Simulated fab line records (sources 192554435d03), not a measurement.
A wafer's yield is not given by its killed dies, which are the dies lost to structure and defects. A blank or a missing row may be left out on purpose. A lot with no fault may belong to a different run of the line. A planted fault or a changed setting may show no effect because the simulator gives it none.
fab line records :: flow n5Finfet :: part 2 of 2: steps 26 to 32 of 32
record
  lots=5
  wafers=15
  lastDay=17
route steps=1938 shown BEOL_M5@1187 BEOL_M6@1194
lots that met no fault: from a run of the same line without faults
startH: hours from the record's first day to the start of the lot's first wafer shown :: waitH: time in hours since the lot's previous step :: " identical to the entry in the row above :: L1.1+2: a row that stands for several wafers :: - no value, or no start was given :: * or withheld: withheld :: < > ~ a bound
route shown NAME@n: NAME is a module with steps in the file, n the number in the route of the first one :: usual: mean/standard deviation taken from wafers without a fault :: same: alike in all rows :: chamber/n: place in a boat :: sites: readings site by site :: _std_site: standard deviation of those values :: _edge_site: inner sites' mean taken away from outer sites' mean :: radiusMm: for every site, how far away it sits from the centre of the wafer :: mask NAME#n: copy n :: behind: tool/chamber where the wafer was last shaped :: hold: cause of the lot's hold/its duration in hours/its outcome :: device: whichever transistor did not switch (one of n, p or np) :: end of line: at the end of the route, the tests of the same wafers :: step lacking rows: just its recipe :: killed: count of dies lost to structure and defects at first sort (not the wafer's yield) :: map: dies across one wafer; x = killed, . = not, _ = none there
set.NAME: the setting that was run; set.NAME@STEP: the one run at that earlier step :: model.NAME: the simulator's own value behind a step, which no gauge read
lots at some steps of the route; a table a step, a row a wafer
services: the hour from which a tool's chamber was out of use, counted from the record's first day as startH (under 0 if before that day), plus the number of hours and why
## steps
# step N5_BEOL_M6_ETCH_62
# recipe
  chemistry=N2/H2
  target=SOC
  targetDepthA=1100
  overetchA=220
  maskMaterial=SiARC
  tempC=40
  timeS=165
  ionEnergyEv=200
  pressureMtorr=30
  sourceW=840
  biasW=150
  n2FlowSccm=200
  h2FlowSccm=200
# usual
  drypumpMotorCurrentA=5.6/0.4
  oesProductAu=0.66/0.069
  rfVppV=522.6/2.1
  showerheadPlenumPTorr=2.50/0.077
  throttleValvePct=17.9/0.31
lot.wafer: L076.1
tool: rieDiel-02
chamber: 3
startH: 203.58
waitH: 0.0
drypumpMotorCurrentA: 5.2
oesProductAu: 0.72
rfHoursCounterH: 56
rfVppV: 522.7
showerheadPlenumPTorr: 2.50
throttleValvePct: 18.1

lot.wafer: L076.2
tool: rieDiel-02
chamber: 0
startH: 203.58
waitH: 0.0
drypumpMotorCurrentA: 5.9
oesProductAu: 0.60
rfHoursCounterH: 237
rfVppV: 525.3
showerheadPlenumPTorr: 2.61
throttleValvePct: 17.7

lot.wafer: L076.3
tool: rieDiel-02
chamber: 1
startH: 203.58
waitH: 0.0
drypumpMotorCurrentA: 5.7
oesProductAu: 0.60
rfHoursCounterH: 207
rfVppV: 520.9
showerheadPlenumPTorr: 2.41
throttleValvePct: 17.6

lot.wafer: L080.1
tool: rieDiel-02
chamber: 2
startH: 228.20
waitH: 0.0
drypumpMotorCurrentA: 4.9
oesProductAu: 0.63
rfHoursCounterH: 196
rfVppV: 525.2
showerheadPlenumPTorr: 2.64
throttleValvePct: 17.9

lot.wafer: L080.2
tool: rieDiel-02
chamber: 1
startH: 228.20
waitH: 0.0
drypumpMotorCurrentA: 5.7
oesProductAu: 0.59
rfHoursCounterH: 216
rfVppV: 520.9
showerheadPlenumPTorr: 2.40
throttleValvePct: 17.6

lot.wafer: L080.6
tool: rieDiel-02
chamber: 2
startH: 228.20
waitH: 0.0
drypumpMotorCurrentA: 4.8
oesProductAu: 0.63
rfHoursCounterH: -
rfVppV: 527.2
showerheadPlenumPTorr: 2.64
throttleValvePct: 17.9

lot.wafer: L093.1
tool: rieDiel-02
chamber: 1
startH: 292.61
waitH: 0.0
drypumpMotorCurrentA: 5.6
oesProductAu: 0.59
rfHoursCounterH: 242
rfVppV: 520.4
showerheadPlenumPTorr: 2.39
throttleValvePct: 17.7

lot.wafer: L093.3
tool: rieDiel-02
chamber: 0
startH: 292.61
waitH: 0.0
drypumpMotorCurrentA: 5.9
oesProductAu: 0.82
rfHoursCounterH: 4
rfVppV: 524.1
showerheadPlenumPTorr: 2.60
throttleValvePct: 17.5

lot.wafer: L093.6
tool: rieDiel-02
chamber: 3
startH: 292.61
waitH: 0.0
drypumpMotorCurrentA: 5.2
oesProductAu: 0.69
rfHoursCounterH: -
rfVppV: 523.3
showerheadPlenumPTorr: 2.49
throttleValvePct: 18.2

lot.wafer: L094.2
tool: rieDiel-06
chamber: 0
startH: 308.17
waitH: 0.0
drypumpMotorCurrentA: 5.7
oesProductAu: 0.73
rfHoursCounterH: 40
rfVppV: 520.9
showerheadPlenumPTorr: 2.50
throttleValvePct: 17.7

lot.wafer: L094.3
tool: rieDiel-06
chamber: 2
startH: 308.17
waitH: 0.0
drypumpMotorCurrentA: 5.5
oesProductAu: 0.61
rfHoursCounterH: 225
rfVppV: 523.0
showerheadPlenumPTorr: 2.54
throttleValvePct: 18.4

lot.wafer: L094.6
tool: rieDiel-06
chamber: 3
startH: 308.17
waitH: 0.0
drypumpMotorCurrentA: 5.5
oesProductAu: 0.69
rfHoursCounterH: -
rfVppV: 520.0
showerheadPlenumPTorr: 2.45
throttleValvePct: 17.8

lot.wafer: L097.1
tool: rieDiel-04
chamber: 2
startH: 317.54
waitH: 0.0
drypumpMotorCurrentA: 6.0
oesProductAu: 0.84
rfHoursCounterH: 0
rfVppV: 522.7
showerheadPlenumPTorr: 2.48
throttleValvePct: 17.4

lot.wafer: L097.2
tool: rieDiel-04
chamber: 0
startH: 317.54
waitH: 0.0
drypumpMotorCurrentA: 6.1
oesProductAu: 0.80
rfHoursCounterH: 5
rfVppV: 525.4
showerheadPlenumPTorr: 2.61
throttleValvePct: 17.6

lot.wafer: L097.6
tool: rieDiel-04
chamber: 2
startH: 317.54
waitH: 0.0
drypumpMotorCurrentA: 6.0
oesProductAu: 0.85
rfHoursCounterH: -
rfVppV: 523.2
showerheadPlenumPTorr: 2.48
throttleValvePct: 17.3
# step N5_BEOL_M6_STRIP_68
# recipe
  chemistry=N2/H2
  tempC=40
  n2FlowSccm=200
  h2FlowSccm=200
  rfFrequencyHz=6e+07
lot.wafer: L076.1+2+3
tool: rieDiel-02
chamber: 3,0,1
startH: 203.71
waitH: 0.1

lot.wafer: L080.1+2+6
tool: rieDiel-02
chamber: 2,1,2
startH: 228.34
waitH: 0.1

lot.wafer: L093.1+3+6
tool: rieDiel-02
chamber: 1,0,3
startH: 292.74
waitH: 0.1

lot.wafer: L094.2+3+6
tool: rieDiel-06
chamber: 0,2,3
startH: 308.30
waitH: 0.1

lot.wafer: L097.1+2+6
tool: rieDiel-04
chamber: 2,0,2
startH: 317.67
waitH: 0.1
# step N5_BEOL_M6_STRIP_67
# recipe
  chemistry=CF4
  resist=SiARC
  powerW=300
  biasPowerW=75
  pressureMtorr=50
  cf4FlowSccm=150
  rfFrequencyHz=6e+07
# usual
  cf4FlowSccm=150.0/0.47
  drypumpMotorCurrentA=5.6/0.41
  oesProductAu=0.77/0.081
  powerW=300.1/0.9
  rfVppV=270.5/1.4
  showerheadPlenumPTorr=1.76/0.044
  throttleValvePct=13.65/0.2
lot.wafer: L076.1
tool: rieDiel-02
chamber: 3
startH: 203.72
waitH: 0.0
cf4FlowSccm: 150.5
drypumpMotorCurrentA: 5.2
oesProductAu: 0.85
powerW: 299.2
rfHoursCounterH: 56
rfVppV: 269.1
showerheadPlenumPTorr: 1.76
throttleValvePct: 13.66

lot.wafer: L076.2
tool: rieDiel-02
chamber: 0
startH: 203.72
waitH: 0.0
cf4FlowSccm: 149.9
drypumpMotorCurrentA: 5.9
oesProductAu: 0.71
powerW: 299.2
rfHoursCounterH: 237
rfVppV: 271.6
showerheadPlenumPTorr: 1.86
throttleValvePct: 13.71

lot.wafer: L076.3
tool: rieDiel-02
chamber: 1
startH: 203.72
waitH: 0.0
cf4FlowSccm: 149.9
drypumpMotorCurrentA: 5.7
oesProductAu: 0.71
powerW: 300.6
rfHoursCounterH: 207
rfVppV: 268.7
showerheadPlenumPTorr: 1.71
throttleValvePct: 13.57

lot.wafer: L080.1
tool: rieDiel-02
chamber: 2
startH: 228.35
waitH: 0.0
cf4FlowSccm: 149.5
drypumpMotorCurrentA: 4.8
oesProductAu: 0.74
powerW: 299.3
rfHoursCounterH: 196
rfVppV: 271.5
showerheadPlenumPTorr: 1.83
throttleValvePct: 13.54

lot.wafer: L080.2
tool: rieDiel-02
chamber: 1
startH: 228.35
waitH: 0.0
cf4FlowSccm: 150.4
drypumpMotorCurrentA: 5.6
oesProductAu: 0.71
powerW: 300.6
rfHoursCounterH: 216
rfVppV: 269.9
showerheadPlenumPTorr: 1.71
throttleValvePct: 13.59

lot.wafer: L080.6
tool: rieDiel-02
chamber: 2
startH: 228.35
waitH: 0.0
cf4FlowSccm: 150.4
drypumpMotorCurrentA: 4.8
oesProductAu: 0.74
powerW: 300.2
rfHoursCounterH: -
rfVppV: 272.8
showerheadPlenumPTorr: 1.83
throttleValvePct: 13.55

lot.wafer: L093.1
tool: rieDiel-02
chamber: 1
startH: 292.75
waitH: 0.0
cf4FlowSccm: 150.1
drypumpMotorCurrentA: 5.7
oesProductAu: 0.69
powerW: 300.4
rfHoursCounterH: 242
rfVppV: 267.4
showerheadPlenumPTorr: 1.70
throttleValvePct: 13.66

lot.wafer: L093.3
tool: rieDiel-02
chamber: 0
startH: 292.75
waitH: 0.0
cf4FlowSccm: 150.1
drypumpMotorCurrentA: 5.9
oesProductAu: 0.97
powerW: 299.5
rfHoursCounterH: 4
rfVppV: 272.7
showerheadPlenumPTorr: 1.85
throttleValvePct: 13.21

lot.wafer: L093.6
tool: rieDiel-02
chamber: 3
startH: 292.75
waitH: 0.0
cf4FlowSccm: 150.3
drypumpMotorCurrentA: 5.2
oesProductAu: 0.80
powerW: 299.3
rfHoursCounterH: -
rfVppV: 270.2
showerheadPlenumPTorr: 1.75
throttleValvePct: 13.74

lot.wafer: L094.2
tool: rieDiel-06
chamber: 0
startH: 308.31
waitH: 0.0
cf4FlowSccm: 149.5
drypumpMotorCurrentA: 5.7
oesProductAu: 0.86
powerW: 299.6
rfHoursCounterH: 40
rfVppV: 269.5
showerheadPlenumPTorr: 1.73
throttleValvePct: 13.22

lot.wafer: L094.3
tool: rieDiel-06
chamber: 2
startH: 308.31
waitH: 0.0
cf4FlowSccm: 150.3
drypumpMotorCurrentA: 5.5
oesProductAu: 0.72
powerW: 300.9
rfHoursCounterH: 225
rfVppV: 271.8
showerheadPlenumPTorr: 1.77
throttleValvePct: 13.93

lot.wafer: L094.6
tool: rieDiel-06
chamber: 3
startH: 308.31
waitH: 0.0
cf4FlowSccm: 149.8
drypumpMotorCurrentA: 5.5
oesProductAu: 0.81
powerW: 300.8
rfHoursCounterH: -
rfVppV: 269.4
showerheadPlenumPTorr: 1.74
throttleValvePct: 13.56

lot.wafer: L097.1
tool: rieDiel-04
chamber: 2
startH: 317.68
waitH: 0.0
cf4FlowSccm: 149.8
drypumpMotorCurrentA: 6.0
oesProductAu: 1.00
powerW: 299.9
rfHoursCounterH: 0
rfVppV: 270.7
showerheadPlenumPTorr: 1.75
throttleValvePct: 13.18

lot.wafer: L097.2
tool: rieDiel-04
chamber: 0
startH: 317.68
waitH: 0.0
cf4FlowSccm: 150.7
drypumpMotorCurrentA: 6.1
oesProductAu: 0.95
powerW: 299.9
rfHoursCounterH: 5
rfVppV: 271.7
showerheadPlenumPTorr: 1.81
throttleValvePct: 13.12

lot.wafer: L097.6
tool: rieDiel-04
chamber: 2
startH: 317.68
waitH: 0.0
cf4FlowSccm: 150.4
drypumpMotorCurrentA: 6.0
oesProductAu: 0.99
powerW: 300.2
rfHoursCounterH: -
rfVppV: 270.7
showerheadPlenumPTorr: 1.75
throttleValvePct: 13.17
# step N5_BEOL_M6_HM_OPEN_17
# recipe
  chemistry=Cl2/BCl3
  targetDepthA=200
  overetchA=60
  target=TiN
  maskMaterial=SOC
  ionEnergyEv=150
  pressureMtorr=10
  icpW=1000
  biasW=126
  Cl2_flow_sccm=53.25
  bcl3FlowSccm=21.75
  Ar_flow_sccm=25
# usual
  drypumpMotorCurrentA=5.9/0.38
  oesProductAu=0.65/0.086
  throttleValvePct=22.32/0.27
lot.wafer: L076.1
tool: rieMetal-01
chamber: 1
startH: 203.76
waitH: 0.0
drypumpMotorCurrentA: 6.3
oesProductAu: 0.64
rfHoursCounterH: 59
throttleValvePct: 22.53

lot.wafer: L076.2
tool: rieMetal-01
chamber: 0
startH: 203.76
waitH: 0.0
drypumpMotorCurrentA: 5.3
oesProductAu: 0.53
rfHoursCounterH: 117
throttleValvePct: 22.54

lot.wafer: L076.3
tool: rieMetal-01
chamber: 0
startH: 203.76
waitH: 0.0
drypumpMotorCurrentA: 5.4
oesProductAu: 0.53
rfHoursCounterH: -
throttleValvePct: 22.53

lot.wafer: L080.1
tool: rieMetal-03
chamber: 1
startH: 228.39
waitH: 0.0
drypumpMotorCurrentA: 6.0
oesProductAu: 0.52
rfHoursCounterH: 128
throttleValvePct: 22.67

lot.wafer: L080.2
tool: rieMetal-03
chamber: 0
startH: 228.39
waitH: 0.0
drypumpMotorCurrentA: 5.9
oesProductAu: 0.71
rfHoursCounterH: 27
throttleValvePct: 22.06

lot.wafer: L080.6
tool: rieMetal-03
chamber: 1
startH: 228.39
waitH: 0.0
drypumpMotorCurrentA: 6.0
oesProductAu: 0.53
rfHoursCounterH: -
throttleValvePct: 22.69

lot.wafer: L093.1
tool: rieMetal-02
chamber: 1
startH: 292.80
waitH: 0.0
drypumpMotorCurrentA: 6.0
oesProductAu: 0.60
rfHoursCounterH: 83
throttleValvePct: 22.33

lot.wafer: L093.3
tool: rieMetal-02
chamber: 1
startH: 292.80
waitH: 0.0
drypumpMotorCurrentA: 6.0
oesProductAu: 0.59
rfHoursCounterH: -
throttleValvePct: 22.34

lot.wafer: L093.6
tool: rieMetal-02
chamber: 1
startH: 292.80
waitH: 0.0
drypumpMotorCurrentA: 6.0
oesProductAu: 0.60
rfHoursCounterH: -
throttleValvePct: 22.35

lot.wafer: L094.2
tool: rieMetal-03
chamber: 0
startH: 308.35
waitH: 0.0
drypumpMotorCurrentA: 5.9
oesProductAu: 0.68
rfHoursCounterH: 38
throttleValvePct: 22.06

lot.wafer: L094.3
tool: rieMetal-03
chamber: 0
startH: 308.35
waitH: 0.0
drypumpMotorCurrentA: 5.9
oesProductAu: 0.69
rfHoursCounterH: -
throttleValvePct: 22.05

lot.wafer: L094.6
tool: rieMetal-03
chamber: 0
startH: 308.35
waitH: 0.0
drypumpMotorCurrentA: 5.9
oesProductAu: 0.68
rfHoursCounterH: -
throttleValvePct: 22.08

lot.wafer: L097.1
tool: rieMetal-01
chamber: 1
startH: 317.73
waitH: 0.0
drypumpMotorCurrentA: 6.3
oesProductAu: 0.61
rfHoursCounterH: 71
throttleValvePct: 22.59

lot.wafer: L097.2
tool: rieMetal-01
chamber: 0
startH: 317.73
waitH: 0.0
drypumpMotorCurrentA: 5.3
oesProductAu: 0.81
rfHoursCounterH: 4
throttleValvePct: 22.22

lot.wafer: L097.6
tool: rieMetal-01
chamber: 1
startH: 317.73
waitH: 0.0
drypumpMotorCurrentA: 6.3
oesProductAu: 0.63
rfHoursCounterH: -
throttleValvePct: 22.53
# step N5_BEOL_M6_STRIP_19
# recipe
  chemistry=O2
  powerW=400
  tempC=40
  pressureMtorr=30
  rfFrequencyHz=6e+07
  biasPowerW=0
  overashFraction=0.2
  o2FlowSccm=225
# usual
  drypumpMotorCurrentA=5.6/0.4
  oesProductAu=0.78/0.088
  rfVppV=3.7/0.56
  showerheadPlenumPTorr=2.06/0.067
  throttleValvePct=16.71/0.18
lot.wafer: L076.1
tool: rieDiel-02
chamber: 0
startH: 203.87
waitH: 0.1
drypumpMotorCurrentA: 5.9
oesProductAu: 0.71
rfHoursCounterH: 237
rfVppV: 3.7
showerheadPlenumPTorr: 2.17
throttleValvePct: 16.72

lot.wafer: L076.2
tool: rieDiel-02
chamber: 3
startH: 203.87
waitH: 0.1
drypumpMotorCurrentA: 5.2
oesProductAu: 0.84
rfHoursCounterH: 56
rfVppV: 3.8
showerheadPlenumPTorr: 2.03
throttleValvePct: 16.67

lot.wafer: L076.3
tool: rieDiel-02
chamber: 1
startH: 203.87
waitH: 0.1
drypumpMotorCurrentA: 5.7
oesProductAu: 0.72
rfHoursCounterH: 207
rfVppV: 4.2
showerheadPlenumPTorr: 1.98
throttleValvePct: 16.52

lot.wafer: L080.1
tool: rieDiel-04
chamber: 3
startH: 228.50
waitH: 0.1
drypumpMotorCurrentA: 5.5
oesProductAu: 0.76
rfHoursCounterH: 139
rfVppV: 4.0
showerheadPlenumPTorr: 2.03
throttleValvePct: 16.81

lot.wafer: L080.2
tool: rieDiel-04
chamber: 2
startH: 228.50
waitH: 0.1
drypumpMotorCurrentA: 6.0
oesProductAu: 0.69
rfHoursCounterH: 224
rfVppV: 4.7
showerheadPlenumPTorr: 2.06
throttleValvePct: 16.71

lot.wafer: L080.6
tool: rieDiel-04
chamber: 3
startH: 228.50
waitH: 0.1
drypumpMotorCurrentA: 5.5
oesProductAu: 0.77
rfHoursCounterH: -
rfVppV: 3.2
showerheadPlenumPTorr: 2.03
throttleValvePct: 16.78

lot.wafer: L093.1
tool: rieDiel-02
chamber: 2
startH: 292.92
waitH: 0.1
drypumpMotorCurrentA: 4.8
oesProductAu: 0.70
rfHoursCounterH: 223
rfVppV: 3.2
showerheadPlenumPTorr: 2.17
throttleValvePct: 16.80

lot.wafer: L093.3
tool: rieDiel-02
chamber: 3
startH: 292.92
waitH: 0.1
drypumpMotorCurrentA: 5.2
oesProductAu: 0.78
rfHoursCounterH: 91
rfVppV: 3.5
showerheadPlenumPTorr: 2.02
throttleValvePct: 16.73

lot.wafer: L093.6
tool: rieDiel-02
chamber: 0
startH: 292.92
waitH: 0.1
drypumpMotorCurrentA: 5.9
oesProductAu: 0.99
rfHoursCounterH: -
rfVppV: 3.7
showerheadPlenumPTorr: 2.16
throttleValvePct: 16.42

lot.wafer: L094.2
tool: rieDiel-04
chamber: 3
startH: 308.47
waitH: 0.1
drypumpMotorCurrentA: 5.5
oesProductAu: 0.73
rfHoursCounterH: 166
rfVppV: 2.5
showerheadPlenumPTorr: 2.02
throttleValvePct: 16.85

lot.wafer: L094.3
tool: rieDiel-04
chamber: 1
startH: 308.47
waitH: 0.1
drypumpMotorCurrentA: 5.1
oesProductAu: 0.72
rfHoursCounterH: 201
rfVppV: 4.0
showerheadPlenumPTorr: 1.97
throttleValvePct: 16.96

lot.wafer: L094.6
tool: rieDiel-04
chamber: 0
startH: 308.47
waitH: 0.1
drypumpMotorCurrentA: 6.1
oesProductAu: 0.98
rfHoursCounterH: -
rfVppV: 3.6
showerheadPlenumPTorr: 2.17
throttleValvePct: 16.49

lot.wafer: L097.1
tool: rieDiel-06
chamber: 1
startH: 317.84
waitH: 0.1
drypumpMotorCurrentA: 6.1
oesProductAu: 0.83
rfHoursCounterH: 90
rfVppV: 3.1
showerheadPlenumPTorr: 2.00
throttleValvePct: 16.76

lot.wafer: L097.2
tool: rieDiel-06
chamber: 3
startH: 317.84
waitH: 0.1
drypumpMotorCurrentA: 5.5
oesProductAu: 0.79
rfHoursCounterH: 115
rfVppV: 3.6
showerheadPlenumPTorr: 2.02
throttleValvePct: 16.63

lot.wafer: L097.6
tool: rieDiel-06
chamber: 1
startH: 317.84
waitH: 0.1
drypumpMotorCurrentA: 6.2
oesProductAu: 0.83
rfHoursCounterH: -
rfVppV: 4.6
showerheadPlenumPTorr: 2.01
throttleValvePct: 16.78
# step N5_BEOL_M6_CD_MEAS_18
# recipe
  pitchNm=80
  targetCdNm=40
# usual
  cdNm=40.0/0.72
lot.wafer: L076.1
tool: cdSem-02
chamber: -
startH: 203.94
waitH: 0.0
cdNm: 40.7

lot.wafer: L076.2
tool: cdSem-02
chamber: -
startH: 203.94
waitH: 0.0
cdNm: 39.3

lot.wafer: L076.3
tool: cdSem-02
chamber: -
startH: 203.94
waitH: 0.0
cdNm: 40.3

lot.wafer: L080.1
tool: cdSem-03
chamber: -
startH: 228.57
waitH: 0.0
cdNm: 41.0

lot.wafer: L080.2
tool: cdSem-03
chamber: -
startH: 228.57
waitH: 0.0
cdNm: 40.6

lot.wafer: L080.6
tool: cdSem-03
chamber: -
startH: 228.57
waitH: 0.0
cdNm: 40.0

lot.wafer: L093.1
tool: cdSem-03
chamber: -
startH: 293.00
waitH: 0.1
cdNm: 40.2

lot.wafer: L093.3
tool: cdSem-03
chamber: -
startH: 293.00
waitH: 0.1
cdNm: 39.0

lot.wafer: L093.6
tool: cdSem-03
chamber: -
startH: 293.00
waitH: 0.1
cdNm: 40.6

lot.wafer: L094.2
tool: cdSem-03
chamber: -
startH: 308.54
waitH: 0.1
cdNm: 39.8

lot.wafer: L094.3
tool: cdSem-03
chamber: -
startH: 308.54
waitH: 0.1
cdNm: 39.2

lot.wafer: L094.6
tool: cdSem-03
chamber: -
startH: 308.54
waitH: 0.1
cdNm: 39.2

lot.wafer: L097.1
tool: cdSem-01
chamber: -
startH: 317.91
waitH: 0.0
cdNm: 42.2

lot.wafer: L097.2
tool: cdSem-01
chamber: -
startH: 317.91
waitH: 0.0
cdNm: 41.0

lot.wafer: L097.6
tool: cdSem-01
chamber: -
startH: 317.91
waitH: 0.0
cdNm: 41.3
# step N5_BEOL_M6_COAT_63
# recipe
  resist=SOC
  tempC=250
  timeS=60
  spinRpm=1500
  resistThkNm=60
lot.wafer: L076.1+2+3
tool: lithoTrack-05
chamber: 0
startH: 204.59
waitH: 0.6

lot.wafer: L080.1+2+6
tool: lithoTrack-02
chamber: 0
startH: 230.12
waitH: 1.6

lot.wafer: L093.1+3+6
tool: lithoTrack-05
chamber: 0
startH: 293.11
waitH: 0.1

lot.wafer: L094.2+3+6
tool: lithoTrack-05
chamber: 0
startH: 312.91
waitH: 4.4

lot.wafer: L097.1+2+6
tool: lithoTrack-05
chamber: 0
startH: 318.09
waitH: 0.2
## services
tool: rieDiel-04
chamber: 2
startH: 179.58
hours: 5.0
kind: repair

tool: pecvd-03
chamber: -
startH: 182.50
hours: 5.7
kind: repair

tool: pecvd-01
chamber: 0
startH: 193.17
hours: 7.0
kind: repair

tool: cvdCo-01
chamber: -
startH: 195.01
hours: 0.2
kind: repair

tool: rieDiel-02
chamber: 0
startH: 197.42
hours: 3.8
kind: repair

tool: uvCure-03
chamber: -
startH: 207.06
hours: 0.8
kind: repair

tool: pecvd-03
chamber: 2
startH: 209.27
hours: 11.5
kind: repair

tool: pecvd-03
chamber: 1
startH: 212.26
hours: 4.4
kind: repair

tool: cvdCo-02
chamber: 0
startH: 214.70
hours: 22.8
kind: repair

tool: arfiScanner-02
chamber: -
startH: 217.48
hours: 0.8
kind: pm

tool: arfiScanner-02
chamber: -
startH: 219.53
hours: 15.9
kind: repair

tool: cvdCo-02
chamber: 2
startH: 232.10
hours: 17.3
kind: repair

tool: pecvd-03
chamber: 1
startH: 244.59
hours: 14.5
kind: repair

tool: rieDiel-06
chamber: 0
startH: 247.66
hours: 11.7
kind: repair

tool: arfiScanner-02
chamber: -
startH: 258.30
hours: 1.3
kind: pm

tool: pecvd-01
chamber: -
startH: 270.76
hours: 0.9
kind: repair

tool: arfiScanner-02
chamber: -
startH: 270.77
hours: 1.0
kind: pm

tool: rieDiel-04
chamber: 3
startH: 275.02
hours: 10.0
kind: repair

tool: pvdSputter-03
chamber: -
startH: 277.53
hours: 2.1
kind: repair

tool: rieDiel-06
chamber: 3
startH: 280.34
hours: 5.1
kind: repair

tool: arfiScanner-02
chamber: -
startH: 281.53
hours: 0.4
kind: repair

tool: arfiScanner-02
chamber: -
startH: 285.70
hours: 0.6
kind: repair

tool: pecvd-03
chamber: 0
startH: 305.82
hours: 12.4
kind: repair

tool: cvdCo-01
chamber: 1
startH: 308.92
hours: 19.0
kind: repair
